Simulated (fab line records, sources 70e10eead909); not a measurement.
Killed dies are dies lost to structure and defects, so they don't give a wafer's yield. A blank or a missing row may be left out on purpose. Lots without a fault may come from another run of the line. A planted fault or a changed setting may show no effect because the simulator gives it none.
fab line records | flow nand_harc
record lots=7 wafers=19 last_day=25
route steps=1159 shown A_STAIRCASE@686 END@1159
lots that met no fault: from a run of the same line without faults
start_h: hours from the record's first day to the start of the lot's first wafer shown | wait_h: hours since the lot's step before | " the same as in the row above | L1.1+2: a row that stands for several wafers | - no value, or no start given | * or withheld: withheld | < > ~ a bound
route shown NAME@n: a module of which the file shows steps, and the number in the route of the first | usual: mean/standard deviation of fault-free wafers | same: alike in all rows | chamber/n: place in a boat | sites: the reading at each site | _std_site: their standard deviation | _edge_site: outer sites' mean less inner sites' | radius_mm: how far each site lies from the wafer's centre | mask NAME#n: copy n | behind: the tool/chamber that last shaped the wafer | hold: why the lot was held/for how many hours/how that ended | device: the transistor (n, p or np) that didn't switch | end of line: the same wafers' tests at the end of the route | a step without rows: its recipe alone | killed: dies lost to structure and defects at the first sort, not the wafer's yield | map: a wafer's dies, x killed, . not, _ none there
set.NAME: the setting as run; set.NAME@STEP: as run at that earlier step | model.NAME: the simulator's own value behind a step, which no gauge read
lots at some steps of the route; a table a step, a row a wafer
services: from which hour (start_h, from the record's first day; less than 0 if before it) a tool's chamber was out of use, for how many hours, and why
## steps
# step NHARC_A_STAIRCASE_HARDBAKE_311
# recipe temp_c=120 time_s=140
# step NHARC_A_STAIRCASE_DESCUM_312
# recipe time_s=3 o2_flow_sccm=200 ar_flow_sccm=0 bias_power_w=0 chemistry=O2
# step NHARC_A_STAIRCASE_ETCH_313
# recipe cf4_flow_sccm=100 chf3_flow_sccm=30 ar_flow_sccm=0 rf_w=500 bias_w=200 chemistry=CF4/CHF3
# usual chf3_flow_sccm=30.01/0.083 drypump_motor_current_A=5.7/0.42 oes_product_au=0.930/0.021 rf_vpp_V=371.9/2.1 showerhead_plenum_p_Torr=1.61/0.059 throttle_valve_pct=16.802/0.01
# columns lot.wafer tool chamber start_h wait_h chf3_flow_sccm drypump_motor_current_A oes_product_au rf_hours_counter_h rf_vpp_V showerhead_plenum_p_Torr throttle_valve_pct
L645.4 rie_diel-09 2 302.94 0.1 29.97 5.8 0.923 13 373.8 1.68 16.805
L645.2 " 3 " " 29.92 5.1 0.929 11 372.5 1.65 16.808
L645.6 " 3 " " 29.91 5.1 0.939 - 374.0 1.65 16.796
L648.2 rie_diel-09 3 321.67 0.1 29.94 5.1 0.930 19 373.0 1.65 16.804
L648.1 " 0 " " 29.97 5.9 0.912 20 372.2 1.61 16.801
L648.5 " 2 " " 29.90 5.8 0.938 - 372.8 1.68 16.787
L653.2 rie_diel-01 1 359.47 0.2 30.11 5.7 0.904 14 372.3 1.61 16.790
L653.4 " 3 " " 30.04 5.6 0.939 14 371.0 1.62 16.821
L653.5 " 1 " " 29.97 5.7 0.905 - 373.3 1.61 16.810
L655.4 rie_diel-09 1 362.91 0.1 30.10 5.8 0.916 38 371.2 1.58 16.798
L655.2 " 2 " " 29.82 5.7 0.914 35 374.1 1.68 16.784
L657.4 rie_diel-09 1 380.97 0.1 29.99 5.8 0.961 43 371.4 1.58 16.786
L657.2 " 2 " " 29.84 5.8 0.992 42 373.3 1.67 16.809
L661.1 rie_diel-01 1 392.20 0.1 30.09 5.7 0.913 31 371.1 1.61 16.795
L661.3 " 2 " " 30.01 6.2 0.918 30 365.7 1.46 16.805
L661.6 " 3 " " 29.96 5.6 0.934 - 372.6 1.62 16.803
L660.3 rie_diel-01 1 404.03 0.1 30.05 5.7 0.921 35 373.2 1.61 16.808
L660.4 " 2 " " 29.98 6.3 0.910 34 368.3 1.46 16.807
L660.1 " 0 " " 30.06 5.2 0.938 35 372.7 1.62 16.809
# step NHARC_A_STAIRCASE_HM_OPEN_463
# recipe o2_flow_sccm=400 cos_flow_sccm=20 ar_flow_sccm=0 rf_w=500 bias_w=300 chemistry=O2/COS
# usual drypump_motor_current_A=5.7/0.4 oes_product_au=0.995/0.015 rf_vpp_V=468.6/2.6 showerhead_plenum_p_Torr=3.19/0.12 throttle_valve_pct=28.330/0.0084
# columns lot.wafer tool chamber start_h wait_h drypump_motor_current_A oes_product_au rf_hours_counter_h rf_vpp_V showerhead_plenum_p_Torr throttle_valve_pct
L645.4 rie_diel-09 1 - - 5.8 0.994 14 468.1 3.15 28.318
L645.2 " 2 " " 5.8 1.005 13 471.0 3.33 28.336
L645.6 " 1 " " 5.8 0.992 - 466.6 3.15 28.343
L648.1 rie_diel-09 1 - - 5.7 0.992 21 466.4 3.14 28.324
L648.2 " 2 " " 5.8 0.996 20 472.5 3.33 28.334
L648.5 " 2 " " 5.8 1.005 - 471.3 3.33 28.327
L653.2 rie_diel-01 1 - - 5.8 0.987 14 468.4 3.20 28.334
L653.4 " 2 " " 6.2 0.991 14 463.8 2.90 28.321
L653.5 " 1 " " 5.8 0.986 - 467.4 3.20 28.318
L655.2 rie_diel-09 1 - - 5.8 0.986 38 466.6 3.13 28.325
L655.4 " 3 " " 5.1 1.009 34 470.9 3.26 28.318
L657.2 rie_diel-09 3 - - 5.1 1.004 41 469.6 3.26 28.343
L657.4 " 0 " " 6.0 0.962 42 468.8 3.18 28.328
L661.3 rie_diel-01 3 - - 5.6 1.003 30 467.8 3.21 28.326
L661.1 " 1 " " 5.7 0.990 31 469.3 3.19 28.324
L661.6 " 2 " " 6.3 0.985 - 463.3 2.90 28.326
L660.1 rie_diel-01 2 - - 6.2 0.978 34 461.2 2.89 28.345
L660.4 " 0 " " 5.2 1.008 35 470.2 3.22 28.328
L660.3 " 1 " " 5.7 0.983 35 467.5 3.19 28.330
# step NHARC_A_STAIRCASE_STRIP_464
# recipe o2_flow_sccm=400 cos_flow_sccm=20 ar_flow_sccm=0 bias_w=0 chemistry=O2/COS
# step NHARC_A_STAIRCASE_ETCH_453
# recipe target_depth_a=300 overetch_a=30 time_s=16.5 ion_energy_ev=100 cf4_flow_sccm=80 o2_flow_sccm=20 ar_flow_sccm=0 rf_w=300 bias_w=100 chemistry=CF4/O2
# usual drypump_motor_current_A=5.7/0.41 oes_ar_750_au=1.000/0.0047 oes_product_au=0.997/0.014 rf_vpp_V=198.6/1.3 showerhead_plenum_p_Torr=1.37/0.05 throttle_valve_pct=13.397/0.0091
# columns lot.wafer tool chamber start_h wait_h drypump_motor_current_A oes_ar_750_au oes_product_au rf_hours_counter_h rf_vpp_V showerhead_plenum_p_Torr throttle_valve_pct
L645.2 rie_diel-09 3 - - 5.1 0.998 1.010 11 200.3 1.40 13.393
L645.4 " 2 " " 5.7 1.004 1.019 13 198.9 1.43 13.395
L645.6 " 3 " " 5.2 1.002 1.015 - 199.1 1.40 13.385
L648.1 rie_diel-09 0 - - 5.9 0.998 0.976 20 199.9 1.37 13.394
L648.2 " 2 " " 5.7 0.999 1.004 20 199.8 1.43 13.399
L648.5 " 3 " " 5.1 1.000 1.015 - 199.1 1.40 13.404
L653.4 rie_diel-01 2 - - 6.2 1.002 0.993 15 196.0 1.24 13.402
L653.2 " 3 " " 5.6 1.003 1.015 14 198.0 1.38 13.401
L653.5 " 2 " " 6.3 0.994 0.996 - 195.6 1.24 13.397
L655.4 rie_diel-09 1 - - 5.8 0.994 0.988 38 199.2 1.34 13.398
L655.2 " 3 " " 5.1 0.995 1.011 34 199.1 1.40 13.406
L657.4 rie_diel-09 1 - - 5.8 1.001 0.979 43 198.0 1.34 13.404
L657.2 " 0 " " 5.9 1.003 0.978 42 198.2 1.36 13.382
L661.1 rie_diel-01 0 - - 5.2 1.004 1.018 30 199.8 1.38 13.414
L661.3 " 1 " " 5.7 1.004 1.002 31 196.5 1.37 13.410
L661.6 " 0 " " 5.2 1.005 1.015 - 199.5 1.38 13.400
L660.1 rie_diel-01 0 - - 5.2 1.001 1.028 35 197.5 1.38 13.392
L660.4 " 1 " " 5.7 1.002 1.003 35 198.9 1.36 13.396
L660.3 " 2 " " 6.3 0.993 0.997 34 196.7 1.23 13.396
# step NHARC_A_STAIRCASE_ETCH_315
# recipe target_depth_a=25000 time_s=607.1 ion_energy_ev=800 c4f8_flow_sccm=80 o2_flow_sccm=60 ar_flow_sccm=withheld rf_w=600 bias_w=3000 chemistry=C4F8/O2/Ar
# step NHARC_A_STAIRCASE_STRIP_316
# recipe o2_flow_sccm=500 ar_flow_sccm=0 bias_w=0 chemistry=O2
# usual drypump_motor_current_A=5.7/0.42 oes_product_au=0.996/0.013 rf_vpp_V=57.9/0.81 showerhead_plenum_p_Torr=3.62/0.13 throttle_valve_pct=17.036/0.0087
# columns lot.wafer tool chamber start_h wait_h drypump_motor_current_A oes_product_au rf_hours_counter_h rf_vpp_V showerhead_plenum_p_Torr throttle_valve_pct
L645.2 rie_diel-09 1 304.00 - 5.8 0.996 14 58.0 3.56 17.032
L645.4 " 2 " " 5.8 1.001 13 57.5 3.77 17.033
L645.6 " 0 " " 5.9 0.985 - 56.1 3.61 17.032
L648.1 rie_diel-09 0 - - 5.9 0.967 21 58.1 3.60 17.021
L648.2 " 1 " " 5.8 0.989 22 57.0 3.55 17.031
L648.5 " 2 " " 5.8 1.011 - 58.5 3.76 17.038
L653.2 rie_diel-01 1 - - 5.7 0.981 15 59.6 3.62 17.036
L653.4 " 2 " " 6.3 0.981 15 57.9 3.28 17.027
L653.5 " 1 " " 5.7 0.977 - 57.3 3.62 17.030
L655.4 rie_diel-09 1 - - 5.8 0.997 38 56.1 3.54 17.040
L655.2 " 3 " " 5.1 1.015 35 58.7 3.69 17.045
L657.4 rie_diel-09 3 - - 5.1 1.005 41 59.1 3.68 17.029
L657.2 " 0 " " 5.9 0.974 42 58.0 3.59 17.044
L661.3 rie_diel-01 0 - - 5.2 1.013 30 57.8 3.64 17.051
L661.1 " 1 " " 5.7 0.987 31 58.1 3.61 17.044
L661.6 " 1 " " 5.7 0.992 - 58.1 3.61 17.029
L660.3 rie_diel-01 2 - - 6.2 0.997 34 57.5 3.27 17.036
L660.4 " 0 " " 5.2 1.010 35 59.2 3.64 17.038
L660.1 " 1 " " 5.8 0.988 36 57.3 3.60 17.026
# step NHARC_A_STAIRCASE_STRIP_317
# recipe time_s=900 temp_c=130 chemistry=SPM
# step NHARC_A_STAIRCASE_PRECLEAN_318
# recipe time_s=* temp_c=50 bath_age_min=0 chemistry=SC1
# step NHARC_A_STAIRCASE_SRD_329
# step NHARC_A_STAIRCASE_ALD_415
# recipe target_thk_a=300 pulse_time_s=6 ald_cycles=300 temp_c=300 material=SiO2
# usual ald_cycles=300/0 heater_power_w=460/40 precursor_pulse_height_rel=1.002/0.02
# same pulse_time_s=6
# columns lot.wafer tool chamber start_h wait_h ald_cycles heater_power_w precursor_pulse_height_rel
L645.4 ald_hk-02 0 305.23 0.5 300 402 1.005
L645.2 " 1 " " 300 471 0.978
L645.6 " 2 " " 300 515 0.991
L648.1 ald_hk-01 3 325.44 1.8 300 487 0.996
L648.2 " 0 " " 300 494 1.025
L648.5 " 2 " " 300 476 0.991
L653.4 ald_hk-01 3 361.94 0.5 360 502 1.009
L653.2 " 0 " " 360 496 1.034
L653.5 " 1 " " 300 417 1.017
L655.4 ald_hk-01 1 365.96 1.2 360 407 1.048
L655.2 " 3 " " 360 491 1.006
L657.4 ald_hk-01 2 382.96 0.3 360 478 0.990
L657.2 " 0 " " 360 473 1.009
L661.1 ald_hk-02 2 393.97 0.1 300 527 1.011
L661.3 " 0 " " 300 403 1.014
L661.6 " 2 " " 300 509 0.999
L660.1 ald_hk-02 2 407.41 1.6 300 509 0.989
L660.3 " 3 " " 300 446 0.991
L660.4 " 0 " " 300 412 1.014
# step NHARC_A_STAIRCASE_ETCHBACK_416
# recipe target_depth_a=360 time_s=7.2 c4f8_flow_sccm=withheld o2_flow_sccm=8 ar_flow_sccm=withheld rf_w=600 bias_w=800 chemistry=C4F8/O2/Ar
# usual oes_product_au=0.94/0.036 rf_vpp_V=726/4.3
# columns lot.wafer tool chamber start_h wait_h oes_product_au rf_hours_counter_h rf_vpp_V
L645.4 rie_diel-01 0 - - 0.93 61 726
L645.2 " 1 " " 0.93 50 726
L645.6 " 2 " " 0.92 - 718
L648.2 rie_diel-01 2 - - 0.99 1 717
L648.1 " 1 " " 0.98 1 727
L648.5 " 3 " " 1.00 - 727
L653.2 rie_diel-10 3 - - 0.99 0 731
L653.4 " 0 " " 1.01 0 723
L653.5 " 3 " " 0.99 - 730
L655.4 rie_diel-09 1 - - 0.91 39 723
L655.2 " 2 " " 0.92 37 730
L657.2 rie_diel-01 3 - - 0.94 26 726
L657.4 " 0 " " 0.95 25 725
L661.1 rie_diel-09 3 - - 0.94 48 728
L661.3 " 0 " " 0.91 49 724
L661.6 " 1 " " 0.92 - 722
L660.3 rie_diel-01 1 - - 0.92 38 727
L660.1 " 2 " " 0.91 36 715
L660.4 " 0 " " 0.94 36 726
# step NHARC_END_SORT_01
# recipe temp_c=25
# usual killed_at_array=30/10 killed_at_other=0.5/0.82 killed_at_periphery=2.9/2 killed_dies=34/11 killed_open=3.2/1.8 killed_short=2.0/1.4
# same gross_dies=677
# columns lot.wafer tool chamber start_h wait_h killed_at_array killed_at_other killed_at_periphery killed_dies killed_open killed_short
L653.2 prober-02 0 552.69 2.8 418 1 2 421 2 1
L653.4 prober-02 0 554.28 3.4 383 0 1 384 5 3
# killed by level:class
L653.2 A_STAIRCASE:area_ald=387 A_SLIT:chamber_film_flake=15 A_CHANNEL_HOLE_D1:chamber_film_flake=6 A_STAIRCASE:chamber_film_flake=3 A_CONTACT:chamber_film_flake=2 A_BLC:chamber_film_flake=2 A_ONON_D1:geometric_particle:open=1 A_CHANNEL_FILL_D1:geometric_particle:short=1
L653.4 A_STAIRCASE:area_ald=350 A_SLIT:chamber_film_flake=11 A_CHANNEL_HOLE_D1:chamber_film_flake=8 A_BLC:chamber_film_flake=5 A_CHANNEL_HOLE_D1:geometric_particle:short=2 A_CONTACT:chamber_film_flake=2 P_GATE:geometric_particle:open=1 A_ONON_D1:geometric_particle:open=1
# map L653.2 (x killed, . not)
____________.____________
_________......._________
_______..........._______
______....x........______
_____..xxx...x.x...._____
____...xxxxxx...xx...____
____..x.xx.xx.xxx..x.____
___.xx.xx.xx....x.....___
___...xx.xx.x.x.xxxx..___
__..xx..x..xx.x.xxxx...__
__..x.xxxxxxxxxx.x.....__
_..xxxxxx.xxxxxxx.x.x..._
_....xxxxxxxxx.xx.x.xxx._
_x..x.xxxxxxxxxxxxxxxxx._
_...xxxxxxx.xxxxxxx...x._
_.xxxxxxxxxxxx.xxxxx...._
...xxxxxxxxxxxxxxx.x..x..
.x.xx.xxxxxxxxxxx.xxxxx..
......xxxxxxxxxxxxxxxx.x.
.xxxxxxxxxxxxxxxxxxxxx.xx
...xxxxxxxxxxxxxxxxxx.x..
_.xxxxxxxxx.xxxxxxx.xxx._
_...xxxxxxxxxxxxxxx.x..._
_.xxxxxxxxxxxxxxxxxxxx.._
_.xx.xxxxx.xxxxxxxxxx..._
_.xxxxxxxxxxxxxxx.xxx..._
__..xxxxxxx.xxxxxxx.x.x__
__.xxxxx.xxxxxxxx.x.xx.__
___x.x..x.xxxxxxxxxx..___
___..xxxxx.xxx.xxxx...___
____x..xxxxx.x..xxxx.____
____x.x.xxxxx.xx.x.x.____
_____...x.x.xxx..x.._____
______.......xx....______
_______x.x..xx...x_______
_________......._________
____________x____________
# map L648.2 (x killed, . not)
____________.____________
_________......._________
_______..........._______
______.......x.....______
_____............x.._____
____.................____
____.......x.........____
___...................___
___...................___
__x....................__
__.....................__
_......................._
_......................._
_......................._
_......................._
_......................._
......................x..
......................xx.
...................x.xx..
..............x......x.x.
.x.x..x....xx........xx..
_x...................x.._
_.x...x..............xx._
_................x..x..._
_..x...................._
_.x.xx.................._
__.....................__
__...x.................__
___..............x....___
___...................___
____.................____
____............x.x..____
_____..............._____
______.............______
_______..........._______
_________......._________
____________.____________
## services
# columns tool chamber start_h hours kind
rie_diel-10 2 283.63 8.9 repair
rie_diel-01 0 294.77 - clean
rie_diel-01 1 294.77 - clean
rie_diel-01 2 294.77 - clean
rie_diel-01 3 294.77 - clean
rie_diel-01 - 316.11 9.0 pm
rie_diel-01 0 316.11 9.0 vent_cycle
rie_diel-01 1 316.11 9.0 vent_cycle
rie_diel-01 2 316.11 9.0 vent_cycle
rie_diel-01 3 316.11 9.0 vent_cycle
rie_diel-01 0 325.11 - clean
rie_diel-01 1 325.11 - clean
rie_diel-01 2 325.11 - clean
rie_diel-01 3 325.11 - clean
rie_diel-01 0 349.62 - clean
rie_diel-01 1 349.62 - clean
rie_diel-01 2 349.62 - clean
rie_diel-01 3 349.62 - clean
rie_diel-10 - 353.66 9.0 pm
rie_diel-01 0 374.12 - clean
rie_diel-01 1 374.12 - clean
rie_diel-01 2 374.12 - clean
rie_diel-01 3 374.12 - clean
ald_hk-01 - 407.01 10.0 pm
## key
first_sign step=NHARC_A_STAIRCASE_ALD_415 reading=ald_cycles direction=up sigmas=99+ usual=300 struck=360
effect step=NHARC_END_SORT_01 reading=killed_at_array direction=up sigmas=36 usual=30 struck=400
more_kills_born_at NHARC_A_STAIRCASE_ALD_415@ald_hk-01=737
met_at NHARC_A_STAIRCASE_ALD_415
struck_wafers L653.2,L653.4,L655.2,L655.4,L657.2,L657.4
later_rows_left_out L653.2,L653.4,L655.2
sort_left_out L655.2,L655.4,L657.2,L657.4
tester_left_out L653,L655,L657
onset_between 325.44 361.94
fault kind=process_parameter_drift tool=ald_hk-01 chamber=- onset_h=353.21 steps=NHARC_A_STAIRCASE_ALD_415 channel=ald_cycles offset=60 shape=step end_h=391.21 scope=struck_wafers_only acts_in=these_recipes_only stated=300
# tester_left_out: of these lots the tester's yield and bins aren't shown, on N5 and GAA mostly nor the transistor test; their killed dies are dies lost to structure and defects alone, not to doping, threshold or leakage, so they don't give the yield
# sort_left_out: the simulated sort isn't trusted on such a fault, so these wafers' sort isn't shown, and their yield isn't known
# later_rows_left_out: the simulator's readings of these wafers behind a module that went badly wrong aren't trusted and aren't shown, but for the sort
